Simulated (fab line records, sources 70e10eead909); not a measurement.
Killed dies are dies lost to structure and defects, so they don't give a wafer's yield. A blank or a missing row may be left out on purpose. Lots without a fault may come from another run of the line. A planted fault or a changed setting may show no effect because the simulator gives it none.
fab line records | flow nand_harc | part 1 of 2: steps 1 to 4 of 6
record lots=23 wafers=69 last_day=34
route steps=1302 shown A_CONTACT@1039
lots that met no fault: from a run of the same line without faults
start_h: hours from the record's first day to the start of the lot's first wafer shown | wait_h: hours since the lot's step before | " the same as in the row above | L1.1+2: a row that stands for several wafers | - no value, or no start given | * or withheld: withheld | < > ~ a bound
route shown NAME@n: a module of which the file shows steps, and the number in the route of the first | usual: mean/standard deviation of fault-free wafers | same: alike in all rows | chamber/n: place in a boat | sites: the reading at each site | _std_site: their standard deviation | _edge_site: outer sites' mean less inner sites' | radius_mm: how far each site lies from the wafer's centre | mask NAME#n: copy n | behind: the tool/chamber that last shaped the wafer | hold: why the lot was held/for how many hours/how that ended | device: the transistor (n, p or np) that didn't switch | end of line: the same wafers' tests at the end of the route | a step without rows: its recipe alone | killed: dies lost to structure and defects at the first sort, not the wafer's yield | map: a wafer's dies, x killed, . not, _ none there
set.NAME: the setting as run; set.NAME@STEP: as run at that earlier step | model.NAME: the simulator's own value behind a step, which no gauge read
steps of the route over a sample of lots; a table a step, a row a wafer
services: from which hour (start_h, from the record's first day; less than 0 if before it) a tool's chamber was out of use, for how many hours, and why
## steps
# step NHARC_A_CONTACT_CD_MEAS_69
# recipe target_cd_nm=300 landing_energy_ev=500
# usual cd_nm=299.8/0.61
# columns lot.wafer tool chamber start_h wait_h cd_nm
L075.1 cd_sem-02 0 510.20 - 300.0
L075.2 " 0 " " 299.5
L075.5 " 0 " " 300.0
L074.1 cd_sem-03 0 515.06 - 300.0
L074.3 " 0 " " 299.9
L074.6 " 0 " " 299.5
L076.1 cd_sem-02 0 516.87 - 300.1
L076.3 " 0 " " 301.0
L076.5 " 0 " " 301.0
L077.2 cd_sem-02 0 531.61 - 300.1
L077.3 " 0 " " 299.4
L077.5 " 0 " " 298.3
L078.2 cd_sem-01 0 532.99 - 300.0
L078.3 " 0 " " 300.4
L078.5 " 0 " " 300.8
L079.3 cd_sem-01 0 552.60 - 300.8
L079.5 " 0 " " 299.9
L079.6 " 0 " " 300.3
L081.1 cd_sem-03 0 573.33 - 299.8
L081.2 " 0 " " 299.8
L081.5 " 0 " " 299.3
L080.1 cd_sem-01 0 573.36 - 298.6
L080.4 " 0 " " 299.3
L080.6 " 0 " " 300.0
L082.2 cd_sem-01 0 586.26 - 299.3
L082.3 " 0 " " 300.0
L082.5 " 0 " " 299.8
L084.2 cd_sem-01 0 600.52 - 300.4
L084.5 " 0 " " 301.0
L084.6 " 0 " " 301.1
L083.1 cd_sem-03 0 602.96 - 299.8
L083.2 " 0 " " 299.5
L083.4 " 0 " " 300.3
L085.3 cd_sem-01 0 622.75 - 300.1
L085.4 " 0 " " 300.0
L085.5 " 0 " " 299.7
L090.3 cd_sem-03 0 649.22 - 299.5
L090.5 " 0 " " 299.1
L090.6 " 0 " " 299.2
L087.1 cd_sem-01 0 649.42 - 300.8
L087.3 " 0 " " 300.1
L087.6 " 0 " " 299.8
L088.4 cd_sem-03 0 662.12 - 299.3
L088.5 " 0 " " 299.0
L088.6 " 0 " " 298.8
L089.2 cd_sem-01 0 664.70 - 300.0
L089.4 " 0 " " 299.3
L089.5 " 0 " " 300.4
L092.1 cd_sem-01 0 667.33 - 299.0
L092.3 " 0 " " 298.5
L092.4 " 0 " " 300.2
L091.1 cd_sem-02 0 674.30 - 301.3
L091.2 " 0 " " 299.8
L091.5 " 0 " " 299.9
L094.2 cd_sem-01 0 694.47 - 299.9
L094.3 " 0 " " 300.6
L094.4 " 0 " " 299.4
L093.1 cd_sem-01 0 695.04 - 299.3
L093.2 " 0 " " 299.3
L093.6 " 0 " " 299.2
L095.1 cd_sem-01 0 718.50 - 299.7
L095.2 " 0 " " 299.4
L095.5 " 0 " " 299.2
L096.1 cd_sem-01 0 738.69 - 299.4
L096.4 " 0 " " 300.6
L096.6 " 0 " " 299.2
L097.1 cd_sem-01 0 755.91 - 299.3
L097.3 " 0 " " 299.6
L097.5 " 0 " " 299.0
# step NHARC_A_CONTACT_ETCH_130
# recipe source_w=withheld pressure_mtorr=20 bias_v=3000 time_s=197 target_depth_a=19180 ar_flow_sccm=withheld c4f8_flow_sccm=withheld o2_flow_sccm=withheld chemistry=C4F8/O2/Ar
# usual chamber_pressure_mTorr=19.999/0.019
# columns lot.wafer tool chamber start_h wait_h chamber_pressure_mTorr rf_hours_counter_h
L075.1 har_cap_etch-02 0 513.03 0.1 20.037 87
L075.2 " 1 " " 20.009 87
L075.5 " 1 " " 20.011 -
L074.1 har_cap_etch-01 1 518.71 0.2 19.979 1
L074.3 " 1 " " 20.020 -
L074.6 " 1 " " 19.999 -
L076.1 har_cap_etch-03 0 519.71 0.1 19.994 44
L076.3 " 1 " " 20.008 -
L076.5 " 0 " " 20.015 -
L077.2 har_cap_etch-02 0 535.32 0.2 20.010 93
L077.3 " 1 " " 20.001 -
L077.5 " 0 " " 20.017 -
L078.2 har_cap_etch-03 1 536.10 0.1 19.995 49
L078.3 " 0 " " 20.003 -
L078.5 " 0 " " 19.995 -
L079.3 har_cap_etch-03 0 555.46 0.1 19.988 -
L079.5 " 0 " " 20.014 -
L079.6 " 1 " " 20.009 -
L080.1 har_cap_etch-02 0 576.22 0.1 19.985 98
L080.4 " 0 " " 19.976 -
L080.6 " 0 " " 19.974 -
L081.1 har_cap_etch-03 1 576.50 0.2 20.012 55
L081.2 " 0 " " 20.008 55
L081.5 " 1 " " 19.992 -
L082.2 har_cap_etch-01 0 589.07 0.1 19.989 13
L082.3 " 1 " " 19.999 -
L082.5 " 0 " " 20.003 -
L084.2 har_cap_etch-02 0 603.78 0.2 19.997 104
L084.6 " 0 " " 20.026 -
L084.5 " 1 " " 19.999 -
L083.1 har_cap_etch-03 1 606.12 0.2 19.999 61
L083.2 " 0 " " 20.005 61
L083.4 " 0 " " 20.007 -
L085.4 har_cap_etch-02 0 626.01 0.2 20.010 -
L085.3 " 1 " " 20.012 -
L085.5 " 0 " " 19.989 -
L090.3 har_cap_etch-02 1 652.12 0.1 19.974 -
L090.6 " 0 " " 20.057 -
L090.5 " 1 " " 19.984 -
L087.1 har_cap_etch-03 0 652.57 0.1 19.988 68
L087.3 " 1 " " 19.975 -
L087.6 " 1 " " 19.961 -
L088.4 har_cap_etch-02 0 665.16 0.1 20.007 -
L088.5 " 1 " " 20.003 -
L088.6 " 0 " " 19.969 -
L089.2 har_cap_etch-01 0 667.56 0.1 20.010 28
L089.4 " 1 " " 19.998 -
L089.5 " 0 " " 19.982 -
L092.1 har_cap_etch-03 0 670.14 0.1 20.048 73
L092.3 " 0 " " 19.990 -
L092.4 " 1 " " 20.024 -
L091.2 har_cap_etch-02 0 677.13 0.1 19.985 118
L091.1 " 1 " " 19.994 118
L091.5 " 0 " " 19.992 -
L094.2 har_cap_etch-02 1 697.27 0.1 19.990 123
L094.4 " 1 " " 19.985 -
L094.3 " 0 " " 19.982 -
L093.2 har_cap_etch-01 0 697.85 0.1 20.004 34
L093.1 " 1 " " 20.003 34
L093.6 " 0 " " 19.980 -
L095.2 har_cap_etch-03 0 721.60 0.1 20.007 80
L095.1 " 1 " " 19.962 80
L095.5 " 0 " " 19.988 -
L096.1 har_cap_etch-03 0 741.50 0.1 20.001 82
L096.4 " 0 " " 19.967 -
L096.6 " 0 " " 20.009 -
L097.1 har_cap_etch-01 0 758.75 0.1 19.992 42
L097.3 " 0 " " 19.977 -
L097.5 " 1 " " 20.018 -
# step NHARC_A_CONTACT_ETCH_91
# recipe target_depth_a=400 over_etch_frac=0.5 time_s=85.7 ion_energy_ev=120 ch3f_flow_sccm=50 o2_flow_sccm=30 ar_flow_sccm=200 rf_w=500 bias_w=100 chemistry=CH3F/O2
# usual chamber_pressure_mTorr=25.000/0.025 drypump_motor_current_A=5.7/0.43 oes_product_au=0.937/0.025 rf_vpp_V=245.0/1.6 showerhead_plenum_p_Torr=2.51/0.1 throttle_valve_pct=20.662/0.0094
# columns lot.wafer tool chamber start_h wait_h chamber_pressure_mTorr drypump_motor_current_A oes_product_au rf_hours_counter_h rf_vpp_V showerhead_plenum_p_Torr throttle_valve_pct
L075.1 rie_diel-10 0 514.36 0.7 25.008 5.6 0.917 30 244.1 2.43 20.689
L075.2 " 2 " " 25.001 5.7 0.919 34 244.4 2.42 20.665
L075.5 " 0 " " 25.041 5.6 0.906 - 244.6 2.43 20.658
L074.3 rie_diel-03 2 520.34 0.7 25.007 6.3 0.932 8 244.7 2.49 20.656
L074.1 " 3 " " 25.021 4.9 0.946 9 246.5 2.58 20.662
L074.6 " 2 " " 24.993 6.3 0.920 - 244.8 2.49 20.654
L076.1 rie_diel-10 1 521.03 0.7 25.003 5.2 0.923 20 245.1 2.49 20.669
L076.3 " 2 " " 25.013 5.7 0.917 36 242.6 2.41 20.674
L076.5 " 0 " " 25.020 5.7 0.912 - 243.3 2.43 20.670
L077.2 rie_diel-03 3 536.93 0.8 24.986 4.9 0.938 14 245.3 2.58 20.664
L077.3 " 0 " " 24.934 5.4 0.924 13 246.9 2.66 20.677
L077.5 " 2 " " 24.988 6.3 0.929 - 243.8 2.49 20.662
L078.2 rie_diel-11 1 537.46 0.7 24.963 5.5 0.911 33 247.7 2.62 20.660
L078.3 " 2 " " 24.957 6.2 0.914 32 246.9 2.60 20.661
L078.5 " 3 " " 25.024 6.1 0.951 - 244.9 2.44 20.655
L079.3 rie_diel-10 0 556.72 0.6 25.016 5.6 0.929 44 243.8 2.42 20.671
L079.6 " 0 " " 24.972 5.6 0.922 - 243.3 2.42 20.659
L079.5 " 1 " " 25.008 5.2 0.928 - 244.7 2.49 20.680
L080.4 rie_diel-03 2 577.52 0.5 25.012 6.3 1.000 16 244.8 2.49 20.668
L080.1 " 0 " " 24.960 5.5 1.001 19 245.8 2.65 20.654
L080.6 " 1 " " 24.994 5.8 1.024 - 241.5 2.35 20.650
L081.2 rie_diel-03 2 578.15 0.8 24.982 6.3 0.940 16 246.6 2.49 20.661
L081.1 " 3 " " 25.011 4.9 0.926 19 245.4 2.58 20.661
L081.5 " 2 " " 25.011 6.3 0.926 - 244.9 2.49 20.688
L082.2 rie_diel-03 1 590.76 1.1 24.987 5.8 0.953 20 242.5 2.35 20.654
L082.3 " 2 " " 25.027 6.3 0.926 20 246.0 2.49 20.652
L082.5 " 0 " " 25.035 5.5 0.931 - 248.0 2.65 20.670
L084.2 rie_diel-03 1 605.44 0.9 25.011 5.8 0.963 22 242.6 2.35 20.681
L084.6 " 3 " " 24.985 4.9 0.940 - 244.5 2.57 20.645
L084.5 " 0 " " 24.976 5.4 0.935 - 245.9 2.65 20.660
L083.4 rie_diel-03 0 608.18 0.6 24.982 5.5 0.930 25 245.9 2.65 20.673
L083.2 " 2 " " 24.945 6.3 0.927 24 244.6 2.49 20.646
L083.1 " 3 " " 25.004 4.9 0.942 26 245.4 2.57 20.659
L085.4 rie_diel-11 2 627.58 0.7 24.966 6.2 0.935 3 247.6 2.59 20.660
L085.3 " 1 " " 24.996 5.5 0.924 3 246.7 2.61 20.657
L085.5 " 2 " " 25.016 6.2 0.926 - 245.3 2.59 20.646
L090.3 rie_diel-03 1 653.33 0.5 25.006 5.8 0.941 2 242.2 2.34 20.661
L090.5 " 1 " " 25.015 5.8 0.938 - 242.7 2.34 20.643
L090.6 " 2 " " 25.007 6.3 0.932 - 245.9 2.48 20.654
L087.3 rie_diel-11 0 653.85 0.6 25.014 5.6 0.919 12 246.0 2.53 20.655
L087.1 " 1 " " 24.969 5.4 0.905 11 245.6 2.61 20.655
L087.6 " 1 " " 24.992 5.5 0.919 - 247.1 2.61 20.670
L088.4 rie_diel-03 3 666.38 0.5 24.986 4.9 0.937 5 245.2 2.57 20.665
L088.5 " 3 " " 25.002 5.0 0.934 - 245.8 2.57 20.660
L088.6 " 0 " " 24.962 5.5 0.926 - 245.9 2.65 20.655
L089.4 rie_diel-11 0 668.88 0.6 25.043 5.6 0.909 17 245.1 2.53 20.660
L089.2 " 1 " " 25.020 5.4 0.909 15 246.9 2.61 20.656
L089.5 " 3 " " 24.999 6.0 0.927 - 244.4 2.42 20.671
L092.1 rie_diel-03 1 671.46 0.7 25.030 5.8 0.911 6 243.2 2.34 20.678
L092.3 " 3 " " 24.998 4.9 0.936 6 245.3 2.57 20.657
L092.4 " 0 " " 25.058 5.5 0.914 5 246.9 2.65 20.668
L091.2 rie_diel-03 0 678.45 0.7 25.001 5.5 0.924 6 246.8 2.65 20.667
L091.1 " 2 " " 24.978 6.3 0.927 9 244.6 2.48 20.670
L091.5 " 0 " " 25.024 5.5 0.920 - 247.1 2.65 20.664
L094.4 rie_diel-03 3 698.60 0.6 24.986 4.9 0.935 10 245.8 2.57 20.660
L094.2 " 1 " " 24.985 5.8 0.918 11 244.1 2.34 20.659
L094.3 " 2 " " 25.032 6.3 0.939 12 245.3 2.48 20.640
L093.1 rie_diel-03 0 699.18 0.7 25.028 5.5 0.943 9 245.8 2.65 20.669
L093.2 " 1 " " 25.023 5.8 0.926 12 243.1 2.34 20.650
L093.6 " 3 " " 25.026 5.0 0.944 - 246.0 2.57 20.662
L095.1 rie_diel-11 3 722.93 0.7 25.016 6.1 0.934 35 242.2 2.41 20.654
L095.2 " 0 " " 24.998 5.6 0.904 34 245.8 2.52 20.675
L095.5 " 0 " " 24.985 5.6 0.912 - 246.2 2.53 20.654
L096.4 rie_diel-11 0 742.82 0.6 25.001 5.6 0.967 39 244.6 2.52 20.648
L096.1 " 2 " " 25.003 6.2 0.943 37 246.7 2.58 20.653
L096.6 " 0 " " 24.987 5.6 0.956 - 245.4 2.52 20.665
L097.3 rie_diel-03 3 760.04 0.5 24.974 4.9 0.949 18 245.7 2.56 20.675
L097.1 " 2 " " 25.009 6.3 0.923 19 244.4 2.48 20.656
L097.5 " 3 " " 24.970 4.9 0.940 - 246.4 2.56 20.685
# step NHARC_A_CONTACT_ETCH_88
# recipe target_depth_a=390 over_etch_frac=0.3 time_s=65 ion_energy_ev=80 cf4_flow_sccm=150 ar_flow_sccm=0 rf_w=300 bias_w=100 chemistry=CF4
# usual chamber_pressure_mTorr=50.00/0.045 drypump_motor_current_A=5.6/0.44 oes_product_au=1.005/0.012 rf_vpp_V=151.7/1.3 showerhead_plenum_p_Torr=1.81/0.073 throttle_valve_pct=13.285/0.0095
# columns lot.wafer tool chamber start_h wait_h chamber_pressure_mTorr drypump_motor_current_A oes_product_au rf_hours_counter_h rf_vpp_V showerhead_plenum_p_Torr throttle_valve_pct
L075.1 rie_diel-11 1 522.84 0.1 49.95 5.5 0.994 23 152.8 1.89 13.273
L075.2 " 2 " " 49.95 6.2 0.982 23 152.0 1.87 13.298
L075.5 " 3 " " 50.01 6.0 1.022 - 150.7 1.76 13.279
L074.3 rie_diel-03 1 526.51 0.2 50.08 5.8 1.014 8 150.1 1.69 13.279
L074.1 " 3 " " 50.01 4.9 1.010 11 152.5 1.85 13.278
L074.6 " 1 " " 49.99 5.8 1.020 - 149.1 1.70 13.297
L076.3 rie_diel-03 0 527.18 0.3 50.00 5.4 1.004 10 153.6 1.91 13.276
L076.1 " 1 " " 50.08 5.8 1.007 8 150.2 1.70 13.293
L076.5 " 2 " " 50.03 6.3 0.994 - 152.6 1.79 13.308
L077.3 rie_diel-10 0 542.13 0.1 49.97 5.6 0.998 39 150.5 1.74 13.270
L077.2 " 2 " " 50.02 5.7 1.000 46 150.6 1.74 13.292
L077.5 " 3 " " 50.10 5.9 0.998 - 154.1 1.90 13.274
L078.3 rie_diel-11 2 542.51 0.1 50.07 6.1 0.977 33 152.3 1.87 13.291
L078.2 " 1 " " 50.02 5.5 0.998 34 152.8 1.88 13.279
L078.5 " 2 " " 49.98 6.1 0.987 - 152.1 1.87 13.296
L079.3 rie_diel-03 2 564.02 0.1 50.07 6.3 1.011 15 150.7 1.79 13.277
L079.6 " 2 " " 50.00 6.3 1.013 - 152.5 1.79 13.284
L079.5 " 3 " " 50.05 4.9 1.020 - 151.1 1.85 13.286
L080.4 rie_diel-03 3 581.42 0.1 50.05 4.9 1.012 19 152.7 1.85 13.279
L080.1 " 1 " " 49.92 5.8 1.025 17 150.8 1.69 13.293
L080.6 " 0 " " 50.05 5.4 0.999 - 153.5 1.90 13.286
L081.1 rie_diel-03 2 582.96 0.1 50.02 6.3 1.000 17 150.2 1.79 13.273
L081.2 " 0 " " 50.02 5.4 0.996 20 153.0 1.90 13.285
L081.5 " 2 " " 50.05 6.3 0.996 - 151.2 1.79 13.284
L082.3 rie_diel-10 2 594.63 0.1 50.08 5.7 0.996 63 150.2 1.73 13.286
L082.2 " 1 " " 50.05 5.2 1.011 45 152.6 1.78 13.296
L082.5 " 3 " " 49.96 5.9 1.015 - 154.8 1.89 13.274
L084.2 rie_diel-03 2 610.40 0.1 49.99 6.3 0.990 25 151.0 1.79 13.296
L084.6 " 2 " " 49.94 6.3 0.989 - 152.0 1.79 13.299
L084.5 " 3 " " 50.02 4.9 1.009 - 152.0 1.85 13.287
L083.2 rie_diel-03 2 619.69 0.1 50.01 6.3 0.996 25 152.1 1.79 13.297
L083.1 " 3 " " 50.08 4.9 1.013 28 152.4 1.85 13.277
L083.4 " 1 " " 49.98 5.8 1.028 24 152.3 1.69 13.276
L085.4 rie_diel-03 0 631.36 0.1 50.01 5.4 0.997 27 153.9 1.90 13.287
L085.3 " 1 " " 50.03 5.8 1.027 25 151.0 1.69 13.287
L085.5 " 0 " " 49.99 5.4 0.999 - 152.2 1.90 13.271
L090.3 rie_diel-10 0 657.56 0.1 49.98 5.6 1.002 20 150.4 1.73 13.295
L090.5 " 0 " " 49.94 5.7 1.012 - 150.1 1.73 13.288
L090.6 " 1 " " 49.98 5.2 1.004 - 150.4 1.78 13.290
L087.3 rie_diel-03 2 659.16 0.1 49.99 6.3 1.007 6 151.6 1.78 13.285
L087.1 " 3 " " 50.00 5.0 1.011 4 153.8 1.85 13.282
L087.6 " 0 " " 50.05 5.5 1.002 - 153.4 1.90 13.263
L088.4 rie_diel-03 2 676.59 0.1 50.02 6.3 1.008 9 151.3 1.78 13.284
L088.6 " 3 " " 50.04 4.9 1.014 - 152.7 1.85 13.288
L088.5 " 0 " " 50.10 5.4 1.000 - 152.0 1.90 13.280
L089.4 rie_diel-03 1 679.83 0.1 49.94 5.8 0.990 8 150.6 1.69 13.295
L089.2 " 2 " " 49.97 6.3 1.011 9 150.1 1.78 13.279
L089.5 " 1 " " 50.03 5.8 0.998 - 150.3 1.69 13.280
L092.3 rie_diel-11 1 680.69 0.1 49.98 5.5 0.995 18 152.7 1.87 13.282
L092.1 " 3 " " 50.00 6.0 1.007 21 151.8 1.74 13.284
L092.4 " 1 " " 50.08 5.5 0.987 - 151.6 1.87 13.288
L091.2 rie_diel-10 3 685.43 0.3 49.99 5.9 1.018 30 151.6 1.88 13.269
L091.1 " 0 " " 50.09 5.7 1.022 30 150.9 1.73 13.293
L091.5 " 0 " " 50.01 5.7 1.016 - 151.4 1.73 13.290
L094.3 rie_diel-10 1 703.31 0.1 49.91 5.2 0.994 30 152.0 1.77 13.272
L094.2 " 2 " " 49.94 5.7 0.997 29 152.1 1.72 13.285
L094.4 " 0 " " 49.92 5.7 1.017 36 149.6 1.73 13.270
L093.1 rie_diel-03 2 704.17 0.1 50.05 6.3 1.018 12 151.3 1.78 13.280
L093.2 " 0 " " 50.02 5.5 1.012 10 152.3 1.90 13.279
L093.6 " 1 " " 50.01 5.8 0.997 - 151.7 1.69 13.282
L095.1 rie_diel-03 0 726.85 0.1 50.04 5.5 1.006 11 152.3 1.90 13.286
L095.2 " 1 " " 50.12 5.8 0.994 13 149.5 1.69 13.292
L095.5 " 3 " " 50.04 4.9 1.009 - 151.3 1.84 13.284
L096.4 rie_diel-03 2 747.86 0.1 49.98 6.3 1.002 16 152.8 1.78 13.309
L096.1 " 0 " " 50.04 5.4 1.009 14 152.3 1.90 13.279
L096.6 " 2 " " 49.99 6.3 0.998 - 151.1 1.78 13.283
L097.3 rie_diel-03 0 765.37 0.1 50.03 5.5 1.008 19 153.1 1.89 13.291
L097.1 " 1 " " 49.94 5.8 0.995 23 148.4 1.68 13.289
L097.5 " 0 " " 50.05 5.5 1.009 - 153.6 1.89 13.289
